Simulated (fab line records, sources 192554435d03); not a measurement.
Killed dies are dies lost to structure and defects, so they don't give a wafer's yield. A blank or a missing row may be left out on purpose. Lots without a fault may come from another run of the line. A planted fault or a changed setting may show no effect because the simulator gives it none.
fab line records | flow n5_finfet | part 2 of 2: steps 23 to 34 of 34
record lots=5 wafers=15 last_day=17
route steps=1938 shown BEOL_M15@1773
lots that met no fault: from a run of the same line without faults
start_h: hours from the record's first day to the start of the lot's first wafer shown | wait_h: hours since the lot's step before | " the same as in the row above | L1.1+2: a row that stands for several wafers | - no value, or no start given | * or withheld: withheld | < > ~ a bound
route shown NAME@n: a module of which the file shows steps, and the number in the route of the first | usual: mean/standard deviation of fault-free wafers | same: alike in all rows | chamber/n: place in a boat | sites: the reading at each site | _std_site: their standard deviation | _edge_site: outer sites' mean less inner sites' | radius_mm: how far each site lies from the wafer's centre | mask NAME#n: copy n | behind: the tool/chamber that last shaped the wafer | hold: why the lot was held/for how many hours/how that ended | device: the transistor (n, p or np) that didn't switch | end of line: the same wafers' tests at the end of the route | a step without rows: its recipe alone | killed: dies lost to structure and defects at the first sort, not the wafer's yield | map: a wafer's dies, x killed, . not, _ none there
set.NAME: the setting as run; set.NAME@STEP: as run at that earlier step | model.NAME: the simulator's own value behind a step, which no gauge read
lots at some steps of the route; a table a step, a row a wafer
services: from which hour (start_h, from the record's first day; less than 0 if before it) a tool's chamber was out of use, for how many hours, and why
## steps
# step N5_BEOL_M15_ETCH_57
# recipe chemistry=N2/H2 target=SOC source_w=3000 bias_w=350 time_s=750 ion_energy_ev=200 pressure_mtorr=30 n2_flow_sccm=200 h2_flow_sccm=200
# usual drypump_motor_current_A=5.9/0.34 oes_product_au=0.83/0.082 rf_fwd_power_W=2996/9.4 rf_vpp_V=525.3/2.3 showerhead_plenum_p_Torr=2.60/0.08 throttle_valve_pct=17.77/0.25
# columns lot.wafer tool chamber start_h wait_h drypump_motor_current_A oes_product_au rf_fwd_power_W rf_hours_counter_h rf_vpp_V showerhead_plenum_p_Torr throttle_valve_pct
L080.2 rie_diel-02 1 309.86 - 5.9 0.71 3002 188 522.9 2.53 18.16
L080.4 " 0 " " 6.5 0.98 2994 9 528.2 2.70 17.57
L080.5 " 3 " " 5.9 0.83 2994 - 523.4 2.58 17.73
L082.3 rie_diel-02 0 313.40 - 6.5 0.97 2999 11 527.8 2.70 17.58
L082.5 " 2 " " 5.2 0.84 3007 - 525.6 2.58 17.80
L082.6 " 3 " " 5.9 0.83 3000 - 523.9 2.58 17.74
L087.2 rie_diel-06 1 360.79 - 6.0 0.89 3001 47 527.1 2.69 17.67
L087.4 " 0 " " 5.9 0.83 3001 83 526.0 2.57 17.40
L087.5 " 0 " " 5.9 0.82 3005 - 525.0 2.57 17.40
L089.1 rie_diel-02 2 368.59 - 5.3 0.83 2996 84 524.9 2.57 17.84
L089.5 " 2 " " 5.3 0.83 2998 - 525.2 2.57 17.84
L089.6 " 1 " " 5.9 0.70 3004 - 524.0 2.52 18.20
L090.2 rie_diel-02 0 379.24 - 6.6 0.92 2994 30 528.2 2.69 17.59
L090.3 " 1 " " 5.9 0.69 2984 210 522.9 2.52 18.20
L090.6 " 0 " " 6.5 0.92 2997 - 527.6 2.69 17.60
# step N5_BEOL_M15_COAT_60
# recipe resist=BARC temp_c=205 time_s=60 spin_rpm=1500 resist_thk_nm=89
# usual plate_temp_C=205.02/0.17
# columns lot.wafer tool chamber start_h wait_h plate_temp_C
L080.2 litho_track-04 0 310.36 0.3 204.99
L080.4 " 0 " " 205.04
L080.5 " 0 " " 204.96
L082.3 litho_track-03 0 313.90 0.3 204.97
L082.5 " 0 " " 205.00
L082.6 " 0 " " 204.92
L087.2 litho_track-02 0 361.29 0.3 204.99
L087.4 " 0 " " 205.09
L087.5 " 0 " " 204.86
L089.1 litho_track-04 0 369.09 0.3 204.99
L089.5 " 0 " " 204.91
L089.6 " 0 " " 204.99
L090.2 litho_track-04 0 379.74 0.3 205.13
L090.3 " 0 " " 205.25
L090.6 " 0 " " 205.37
# step N5_BEOL_M15_COAT_22
# recipe spin_rpm=1704 resist_thk_nm=800
# columns lot.wafer tool chamber start_h wait_h
L080.2+4+5 litho_track-04 0 - -
L082.3+5+6 litho_track-03 0 - -
L087.2+4+5 litho_track-02 0 - -
L089.1+5+6 litho_track-04 0 - -
L090.2+3+6 litho_track-04 0 - -
# step N5_BEOL_M15_EBR_24
# recipe solvent=PGMEA ebr_width_mm=1.5
# same ebr_width_mm=1.5
# columns lot.wafer tool chamber start_h wait_h
L080.2+4+5 litho_track-04 0 - -
L082.3+5+6 litho_track-03 0 - -
L087.2+4+5 litho_track-02 0 - -
L089.1+5+6 litho_track-04 0 - -
L090.2+3+6 litho_track-04 0 - -
# step N5_BEOL_M15_SOFTBAKE_23
# recipe temp_c=130 time_s=60
# usual plate_temp_C=130.01/0.13
# columns lot.wafer tool chamber start_h wait_h plate_temp_C
L080.2 litho_track-04 0 - - 129.98
L080.4 " 0 " " 129.98
L080.5 " 0 " " 129.97
L082.3 litho_track-03 0 - - 129.85
L082.5 " 0 " " 129.91
L082.6 " 0 " " 130.00
L087.2 litho_track-02 0 - - 130.00
L087.4 " 0 " " 129.87
L087.5 " 0 " " 129.79
L089.1 litho_track-04 0 - - 130.10
L089.5 " 0 " " 130.03
L089.6 " 0 " " 129.96
L090.2 litho_track-04 0 - - 129.96
L090.3 " 0 " " 129.89
L090.6 " 0 " " 130.04
# step N5_BEOL_M15_EXPOSE_25
# recipe mask_id=M15 na=0.8 source_shape=annular sigma_inner=0.5 sigma_outer=0.8 polarization=unpolarized target_cd_nm=400 dose_mj=35.5
# columns lot.wafer tool chamber start_h wait_h mask
L080.2+4+5 krf_scanner-02 0 310.59 - M15#0
L082.3+5+6 krf_scanner-02 0 314.01 - M15#0
L087.2+4+5 krf_scanner-02 0 361.39 - M15#0
L089.1+5+6 krf_scanner-02 0 369.19 - M15#0
L090.2+3+6 krf_scanner-02 0 379.97 - M15#0
# step N5_BEOL_M15_PEB_26
# recipe peb_temp_c=130 peb_time_s=90
# usual plate_temp_C=129.97/0.13
# columns lot.wafer tool chamber start_h wait_h plate_temp_C
L080.2 litho_track-04 0 310.64 0.0 129.82
L080.4 " 0 " " 129.86
L080.5 " 0 " " 129.94
L082.3 litho_track-04 0 314.06 0.0 129.89
L082.5 " 0 " " 130.21
L082.6 " 0 " " 129.98
L087.2 litho_track-03 0 361.44 0.0 129.95
L087.4 " 0 " " 130.03
L087.5 " 0 " " 129.98
L089.1 litho_track-04 0 369.25 0.1 129.97
L089.5 " 0 " " 130.27
L089.6 " 0 " " 129.95
L090.2 litho_track-03 0 380.02 0.0 129.99
L090.3 " 0 " " 129.91
L090.6 " 0 " " 130.23
# step N5_BEOL_M15_DEVELOP_27
# recipe develop_time_s=45 rinse_liquid=diw dry=air_spin dev_temp_c=21
# columns lot.wafer tool chamber start_h wait_h
L080.2+4+5 litho_track-04 0 - -
L082.3+5+6 litho_track-04 0 - -
L087.2+4+5 litho_track-03 0 - -
L089.1+5+6 litho_track-04 0 - -
L090.2+3+6 litho_track-03 0 - -
# step N5_BEOL_M15_HARDBAKE_32
# recipe temp_c=130 time_s=120
# usual plate_temp_C=130.00/0.13
# columns lot.wafer tool chamber start_h wait_h plate_temp_C
L080.2 litho_track-04 0 - - 130.17
L080.4 " 0 " " 130.20
L080.5 " 0 " " 130.06
L082.3 litho_track-04 0 - - 130.13
L082.5 " 0 " " 130.10
L082.6 " 0 " " 130.29
L087.2 litho_track-03 0 - - 129.87
L087.4 " 0 " " 129.84
L087.5 " 0 " " 130.03
L089.1 litho_track-04 0 - - 129.92
L089.5 " 0 " " 130.10
L089.6 " 0 " " 129.97
L090.2 litho_track-03 0 - - 130.04
L090.3 " 0 " " 130.21
L090.6 " 0 " " 129.95
# step N5_BEOL_M15_CD_MEAS_28
# recipe target_cd_nm=407.6 landing_energy_ev=500 detector=se_inlens
# usual cd_nm=409.4/2.1
# same landing_energy_ev=500
# columns lot.wafer tool chamber start_h wait_h cd_nm
L080.2 cd_sem-01 0 310.76 - 410.8
L080.4 " 0 " " 408.7
L080.5 " 0 " " 407.8
L082.3 cd_sem-02 0 314.18 - 409.2
L082.5 " 0 " " 410.5
L082.6 " 0 " " 412.1
L087.2 cd_sem-01 0 361.56 - 408.8
L087.4 " 0 " " 411.8
L087.5 " 0 " " 408.2
L089.1 cd_sem-03 0 369.36 - 412.4
L089.5 " 0 " " 409.7
L089.6 " 0 " " 409.7
L090.2 cd_sem-01 0 380.14 - 410.4
L090.3 " 0 " " 409.7
L090.6 " 0 " " 411.9
# step N5_BEOL_M15_OVL_MEAS_29
# recipe points_per_wafer=44
# usual M15_OVL=0/5
# columns lot.wafer tool chamber start_h wait_h M15_OVL[nm]
L080.2 overlay-01 0 310.79 0.0 1
L080.4 " 0 " " 4
L080.5 " 0 " " -6
L082.3 overlay-02 0 314.20 0.0 -2
L082.5 " 0 " " 7
L082.6 " 0 " " -5
L087.2 overlay-02 0 361.59 0.0 -5
L087.4 " 0 " " 3
L087.5 " 0 " " -6
L089.1 overlay-02 0 369.39 0.0 0
L089.5 " 0 " " -1
L089.6 " 0 " " 2
L090.2 overlay-01 0 380.17 0.0 8
L090.3 " 0 " " 0
L090.6 " 0 " " 6
# step N5_BEOL_M15_INSPECT_30
# recipe mode=adi inspect_instrument=macro
# usual raw_defect_count=2.1/1.5
# columns lot.wafer tool chamber start_h wait_h raw_defect_count
L080.2 defect_inspect-01 - 310.81 0.0 1
L080.4 " - " " 3
L080.5 " - " " 1
L082.3 defect_inspect-01 - 314.23 0.0 3
L082.5 " - " " 3
L082.6 " - " " 1
L087.2 defect_inspect-01 - 361.61 0.0 1
L087.4 " - " " 0
L087.5 " - " " 3
L089.1 defect_inspect-01 - 369.41 0.0 3
L089.5 " - " " 0
L089.6 " - " " 1
L090.2 defect_inspect-02 - 380.19 0.0 1
L090.3 " - " " 2
L090.6 " - " " 2
## services
# columns tool chamber start_h hours kind
krf_scanner-01 - 285.80 1.3 pm
krf_scanner-02 - 288.63 1.3 pm
pecvd-02 0 289.71 5.5 scheduled_down
pecvd-04 1 295.10 2.1 scheduled_down
pecvd-02 1 295.17 5.0 scheduled_down
krf_scanner-02 0 297.19 - calibration
krf_scanner-01 - 300.42 3.0 pm
rie_diel-06 - 301.29 2.1 repair
pecvd-03 2 305.46 5.5 scheduled_down
pecvd-02 0 317.96 2.1 scheduled_down
krf_scanner-01 - 320.34 0.8 pm
krf_scanner-02 - 322.97 4.4 pm
krf_scanner-02 - 332.78 1.0 pm
pecvd-04 0 342.55 3.9 repair
rie_diel-02 - 350.76 0.6 repair
pecvd-04 0 351.59 2.1 scheduled_down
pecvd-04 1 355.05 5.5 scheduled_down
rie_diel-04 - 369.49 0.5 repair
krf_scanner-02 - 373.24 5.7 repair
